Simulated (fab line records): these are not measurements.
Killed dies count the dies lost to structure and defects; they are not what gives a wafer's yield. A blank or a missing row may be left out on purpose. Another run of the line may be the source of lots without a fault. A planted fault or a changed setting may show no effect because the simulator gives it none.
fab line records | flow n5-finfet
record: lots: 11 wafers: 32 last-day: 18
route steps=1938 shown BEOL_M4@1085 BEOL_M5@1119 PASSIVATION@1936
lots untouched by any fault: they come from a run of this same line in which no faults occurred
start-h: the number of hours between the record's first day and the start of the first shown wafer of the lot | wait-h: how many hours have passed since the lot's step before this one | " same as the row above | L1.1+2: a single row standing in for several wafers | - no value, or no start was given | * or withheld: withheld | < > ~ a bound
route shown NAME@n: names a module that has steps shown in the file, with the first one's number in the route | usual: mean/standard deviation of fault-free wafers | same: alike in all rows | chamber/n: place in a boat | sites: the reading at each site | _std_site: the values' standard deviation | _edge_site: mean of outer sites minus mean of inner sites | radius-mm: how far each site lies from the wafer's centre | mask NAME#n: copy n | behind: tool/chamber where the wafer was last shaped | hold: why the lot was held/for how many hours/how that ended | device: names the non-switching transistor (n, p or np) | end of line: the same wafers' tests at the end of the route | a step given without rows: its recipe and nothing more | killed: count of dies lost to structure and defects at first sort (not the wafer's yield) | map: a wafer's dies, marking killed ones x, the rest . and places with no die _
set.NAME: the setting as run; set.NAME@STEP: as run at that earlier step | model.NAME: the simulator's own value behind a step, which no gauge read
the route's steps for a sample of lots (tables are steps, rows are wafers)
services: when a tool's chamber went out of use (start-h, in hours from the record's first day, below 0 if earlier), for how many hours, and the reason
== steps ==
step: N5_BEOL_M4_ANNEAL_49
recipe: temp-c: 400 time-s: 240 ambient: vacuum
usual: heater-power-w: 817/110 susceptor_temp_C_max: 400.9/0.43
same: time-s: 240
columns lot.wafer tool chamber start-h wait-h heater-power-w susceptor_temp_C_max
L993.1 pvd-sputter-03 - 172.36 0.0 811 401.2
L993.4 " - " " 739 400.6
L993.6 " - " " 667 401.2
L995.1 pvd-sputter-02 - 200.41 0.0 990 400.4
L995.3 " - " " 817 400.3
L995.6 " - " " 758 400.8
L997.2 pvd-sputter-01 - 200.66 0.0 915 402.2
L997.3 " - " " 759 401.0
L997.5 " - " " 905 401.9
L100.1 pvd-sputter-03 - 204.76 0.0 663 401.1
L100.2 " - " " 883 400.5
L100.4 " - " " 744 400.6
L996.2 pvd-sputter-02 - 208.07 0.0 996 400.8
L996.6 " - " " 995 401.2
L998.1 pvd-sputter-02 - 209.95 0.0 1002 400.2
L998.5 " - " " 968 400.6
L998.6 " - " " 986 401.3
L101.2 pvd-sputter-03 - 213.57 0.0 802 401.0
L101.3 " - " " 920 400.7
L101.4 " - " " 637 400.9
L102.1 pvd-sputter-03 - 219.72 0.0 776 400.9
L102.5 " - " " 751 400.5
L102.6 " - " " 657 400.8
L106.2 pvd-sputter-02 - 250.96 0.0 752 401.2
L106.5 " - " " 782 401.0
L106.6 " - " " 978 401.1
L110.2 pvd-sputter-02 - 269.05 0.0 759 401.0
L110.3 " - " " 988 401.3
L110.5 " - " " 797 400.5
L116.2 pvd-sputter-02 - 311.30 0.0 793 401.0
L116.3 " - " " 759 400.9
L116.6 " - " " 997 401.6
step: N5_BEOL_M4_SPUTTER_92
recipe: material: Cu target-thk-a: 45 temp-c: -20 chamber-pressure-pa: 0.07 power-w: withheld time-s: 8.29
usual: throttle-valve-pct: 29.8/1
same: time-s: 8.29
columns lot.wafer tool chamber start-h wait-h throttle-valve-pct
L993.1 pvd-sputter-03 - 173.60 0.1 29.6
L993.4 " - " " 30.3
L993.6 " - " " 30.8
L995.1 pvd-sputter-02 - 201.65 0.1 30.1
L995.3 " - " " 27.5
L995.6 " - " " 30.7
L997.2 pvd-sputter-01 - 201.90 0.1 30.0
L997.3 " - " " 30.0
L997.5 " - " " 30.0
L100.1 pvd-sputter-03 - 206.00 0.1 30.6
L100.2 " - " " 31.2
L100.4 " - " " 30.4
L996.2 pvd-sputter-02 - 209.31 0.1 29.8
L996.6 " - " " 28.8
L998.1 pvd-sputter-02 - 211.19 0.1 29.8
L998.5 " - " " 29.8
L998.6 " - " " 28.5
L101.2 pvd-sputter-03 - 214.81 0.1 29.7
L101.3 " - " " 31.2
L101.4 " - " " 30.7
L102.1 pvd-sputter-03 - 220.96 0.1 29.7
L102.5 " - " " 30.1
L102.6 " - " " 30.7
L106.2 pvd-sputter-02 - 252.20 0.1 30.5
L106.5 " - " " 27.6
L106.6 " - " " 28.6
L110.2 pvd-sputter-02 - 270.29 0.1 30.4
L110.3 " - " " 28.6
L110.5 " - " " 27.6
L116.2 pvd-sputter-02 - 312.54 0.1 27.6
L116.3 " - " " 30.8
L116.6 " - " " 28.6
step: N5_BEOL_M5_COAT_71
recipe: resist: underlayer temp-c: 205 time-s: 60 spin-rpm: 1500 resist-thk-nm: 5
usual: resist-line-temp-C: 22.98/0.12 spin-speed-rpm: 1500.0/1.1
same: time-s: 60
columns lot.wafer tool chamber start-h wait-h resist-line-temp-C spin-speed-rpm
L993.1 litho-track-04 0 178.10 - 23.01 1501.1
L993.4 " 0 " " 23.09 1500.6
L993.6 " 0 " " 22.93 1501.2
L995.1 litho-track-01 0 206.41 - 22.99 1498.6
L995.3 " 0 " " 22.98 1500.6
L995.6 " 0 " " 23.03 1498.1
L997.2 litho-track-01 0 206.65 - 23.05 1502.8
L997.3 " 0 " " 22.91 1499.9
L997.5 " 0 " " 22.96 1500.3
L100.1 litho-track-05 0 210.56 - 22.79 1501.4
L100.2 " 0 " " 22.99 1500.9
L100.4 " 0 " " 22.85 1501.5
L996.2 litho-track-05 0 215.86 - 23.03 1498.6
L996.6 " 0 " " 23.17 1499.5
L998.1 litho-track-04 0 216.40 - 23.15 1499.0
L998.5 " 0 " " 23.19 1501.7
L998.6 " 0 " " 22.99 1502.4
L101.2 litho-track-04 0 220.19 - 23.04 1499.2
L101.3 " 0 " " 23.06 1499.5
L101.4 " 0 " " 22.82 1496.6
L102.1 litho-track-01 0 227.70 - 23.05 1500.5
L102.5 " 0 " " 23.15 1499.9
L102.6 " 0 " " 23.14 1500.2
L106.2 litho-track-01 0 255.82 - 23.01 1743.5
L106.5 " 0 " " 22.99 1745.5
L106.6 " 0 " " 23.17 1743.6
L110.2 litho-track-01 0 273.61 - 22.97 1744.1
L110.3 " 0 " " 23.06 1746.0
L110.5 " 0 " " 23.02 1744.5
L116.2 litho-track-04 0 317.03 - 23.11 1500.0
L116.3 " 0 " " 23.03 1499.9
L116.6 " 0 " " 22.98 1499.1
step: N5_BEOL_M5_ETCH_61
recipe: chemistry: CF4 target: SiARC target-depth-a: 156 mask-material: CAR-EUV time-s: 26 ion-energy-ev: 80 pressure-mtorr: 40 source-w: 545 bias-w: 36 Ar_flow_sccm: 100 cf4-flow-sccm: 100 ends: cleared
usual: drypump-motor-current-A: 5.8/0.53 etch-rf-on-time-s: 26.3/0.69 oes-product-au: 0.68/0.061 rf-vpp-V: 184.1/1.2 showerhead-plenum-p-Torr: 2.13/0.066 throttle-valve-pct: 15.53/0.23
columns lot.wafer tool chamber start-h wait-h drypump-motor-current-A etch-rf-on-time-s oes-product-au rf-hours-counter-h rf-vpp-V showerhead-plenum-p-Torr throttle-valve-pct
L993.1 rie-diel-05 0 178.62 0.0 5.1 27.0 0.61 187 182.9 2.04 15.53
L993.4 " 1 " " 5.9 28.2 0.55 248 185.8 2.19 15.57
L993.6 " 2 " " 5.1 26.7 0.72 - 184.2 2.07 15.50
L995.1 rie-diel-03 3 207.15 0.0 6.5 26.1 0.74 41 186.1 2.26 15.30
L995.3 " 2 " " 5.7 26.4 0.66 119 183.8 2.15 15.49
L995.6 " 1 " " 6.6 25.9 0.65 - 184.9 2.12 15.66
L997.2 rie-diel-03 0 207.38 0.0 6.0 25.5 0.71 70 184.3 2.15 15.51
L997.3 " 1 " " 6.6 26.4 0.64 166 183.7 2.12 15.67
L997.5 " 3 " " 6.5 26.2 0.74 - 185.1 2.26 15.31
L100.1 rie-diel-03 3 211.19 0.0 6.5 25.9 0.75 42 185.8 2.26 15.31
L100.2 " 1 " " 6.6 26.1 0.65 167 183.8 2.12 15.67
L100.4 " 2 " " 5.8 26.3 0.65 121 184.0 2.15 15.50
L996.2 rie-diel-05 0 216.33 0.0 5.2 26.1 0.61 191 181.4 2.04 15.56
L996.6 " 0 " " 5.1 26.1 0.61 - 183.2 2.04 15.55
L998.1 rie-diel-03 0 217.10 0.0 6.1 25.4 0.71 73 183.8 2.15 15.50
L998.5 " 0 " " 6.1 25.5 0.71 - 184.5 2.15 15.50
L998.6 " 3 " " 6.5 26.1 0.74 - 185.5 2.26 15.31
L101.2 rie-diel-03 3 221.87 0.0 6.5 26.1 0.74 45 186.7 2.26 15.31
L101.3 " 0 " " 6.0 25.7 0.70 75 184.8 2.15 15.51
L101.4 " 2 " " 5.7 26.4 0.66 123 184.1 2.15 15.50
L102.1 rie-diel-03 0 228.14 0.0 6.0 25.5 0.70 76 183.2 2.14 15.52
L102.5 " 1 " " 6.6 26.4 0.64 - 183.9 2.12 15.69
L102.6 " 0 " " 6.0 25.6 0.70 - 185.3 2.14 15.50
L106.2 rie-diel-01 2 256.37 0.0 5.2 26.2 0.74 43 184.0 2.08 15.25
L106.5 " 2 " " 5.2 26.1 0.74 - 184.6 2.08 15.25
L106.6 " 1 " " 5.5 27.2 0.69 - 181.0 2.10 15.29
L110.2 rie-diel-05 2 274.29 0.0 5.0 26.2 0.70 95 182.3 2.06 15.55
L110.3 " 1 " " 5.9 26.6 0.81 9 184.3 2.18 15.09
L110.5 " 1 " " 5.9 26.6 0.81 - 184.5 2.18 15.10
L116.2 rie-diel-01 2 317.69 0.0 5.3 26.1 0.72 63 183.1 2.07 15.27
L116.3 " 3 " " 6.0 26.1 0.69 94 185.0 2.18 15.65
L116.6 " 3 " " 6.0 26.0 0.69 - 184.7 2.18 15.66
step: N5_PASSIVATION_PROBE_49
usual: defect-limited-yield: 91.5/1.4 killed_at_M0_to_M3: 32/11 killed_at_M4_up: 12/4.4 killed-at-contacts: 13/6.1 killed-at-front-end: 39/12 killed-at-other: 3.9/3 killed-dies: 100/17 killed-on-rim: 13/3.9 killed-open: 66/12 killed-short: 33/7.4 sort_bin_5_function: 5.0/0.95 sort_bin_6_memory: 3.2/0.66 sort_bin_8_speed: 0.0/0.33 sort-n-pass: 1079/17 sort-yield-pct: 91.4/1.5
same: gross-dies: 1180 killed-at-back-side: 0 sort_bin_4_leakage[%]: 0
columns lot.wafer tool chamber start-h wait-h defect-limited-yield[%] killed_at_M0_to_M3 killed_at_M4_up killed-at-contacts killed-at-front-end killed-at-other killed-dies killed-on-rim killed-open killed-short sort_bin_5_function[%] sort_bin_6_memory[%] sort_bin_8_speed[%] sort-n-pass sort-yield-pct[%]
L996.2 prober-01 - 325.23 0.1 90.6 40 7 18 38 8 111 14 80 29 4.7 4.0 0 1069 90.6
L996.6 prober-01 - 325.43 0.3 91.6 37 10 10 40 2 99 16 61 35 4.9 3.2 0 1081 91.6
L106.2 prober-02 - 349.30 0.1 93.8 24 7 6 36 0 73 8 44 26 4.2 1.6 0 1107 93.8
L106.5 prober-02 - 349.45 0.2 91.6 38 22 5 32 2 99 13 53 44 4.5 3.5 0 1081 91.6
L106.6 prober-02 - 349.50 0.3 93.3 22 11 10 35 1 79 7 48 31 3.6 2.8 0 1101 93.3
killed by level:class
L996.2 BEOL_M1:geometric-particle:open=11 BEOL_M2:geometric-particle:open=11 FIN_SAQP:geometric-particle:open=10 MOL_CONTACT_COAG:geometric-particle:open=9 MOL_CONTACT_COAG:geometric-particle:short=8 BEOL_M0_SAQP:geometric-particle:open=7 BEOL_M3:geometric-particle:open=5 STI_FIN_REVEAL:geometric-particle:open=4
L996.6 FIN_SAQP:geometric-particle:short=14 BEOL_M1:geometric-particle:open=10 MOL_CONTACT_COAG:geometric-particle:open=8 BEOL_M0_SAQP:geometric-particle:open=7 DUMMY_GATE:geometric-particle:open=5 GATE_CUT:geometric-particle:short=5 BEOL_M0_SAQP:geometric-particle:short=5 BEOL_M8:geometric-particle:open=4
L106.2 STI_FIN_REVEAL:geometric-particle:open=7 BEOL_M3:geometric-particle:open=7 FIN_SAQP:geometric-particle:short=6 MOL_CONTACT_COAG:geometric-particle:open=5 STARTING-WAFER:geometric-particle:short=5 GATE_CUT:geometric-particle:short=4 BEOL_M1:geometric-particle:open=4 BEOL_M2:geometric-particle:open=4
L106.5 BEOL_M0_SAQP:geometric-particle:short=14 BEOL_M0_SAQP:geometric-particle:open=11 BEOL_M1:geometric-particle:open=8 BEOL_M4:geometric-particle:open=8 GATE_CUT:geometric-particle:short=5 GATE_CUT:geometric-particle:open=5 BEOL_M4:geometric-particle:short=5 STI_FIN_REVEAL:geometric-particle:open=4
L106.6 FIN_SAQP:geometric-particle:short=10 BEOL_M2:geometric-particle:open=7 MOL_CONTACT_COAG:geometric-particle:open=7 BEOL_M4:geometric-particle:open=6 DUMMY_GATE:geometric-particle:open=4 STARTING-WAFER:geometric-particle:open=4 STI_FIN_REVEAL:geometric-particle:open=3 DUMMY_GATE:geometric-particle:short=3
== services ==
columns tool chamber start-h hours kind
rie-diel-05 3 158.44 5.2 repair
rie-diel-05 - 183.76 15.6 pm
litho-track-01 - 200.60 - consumable-replace:filter
rie-diel-05 0 200.72 8.9 repair
rie-diel-05 1 203.12 7.6 repair
rie-diel-05 1 211.16 - clean
rie-diel-05 1 211.16 - consumable-replace:focus-ring
rie-diel-05 1 211.16 31.8 scheduled-down
rie-diel-05 1 211.16 31.8 vent-cycle
rie-diel-05 3 215.05 2.0 repair
litho-track-04 - 256.17 - consumable-replace:filter
rie-diel-03 3 256.81 3.9 repair
litho-track-01 - 297.48 - consumable-replace:filter
litho-track-05 - 315.33 - consumable-replace:filter
== key ==
first-sign: step: N5_BEOL_M5_COAT_71 reading: spin-speed-rpm direction: up sigmas: 99+ usual: * struck: *
effect none on later readings
met-at N5_BEOL_M5_COAT_71
struck-lots L106,L110
not-acting-at N5_BEOL_M4_ANNEAL_49,N5_BEOL_M4_SPUTTER_92,N5_BEOL_M5_ETCH_61
onset-between 227.70 255.82
fault: kind: process-parameter-drift tool: litho-track-01 chamber: - onset-h: 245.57 steps: N5_BEOL_M5_COAT_71 channel: spin-rpm offset: * shape: step end-h: 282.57 acts-in: * stated: *
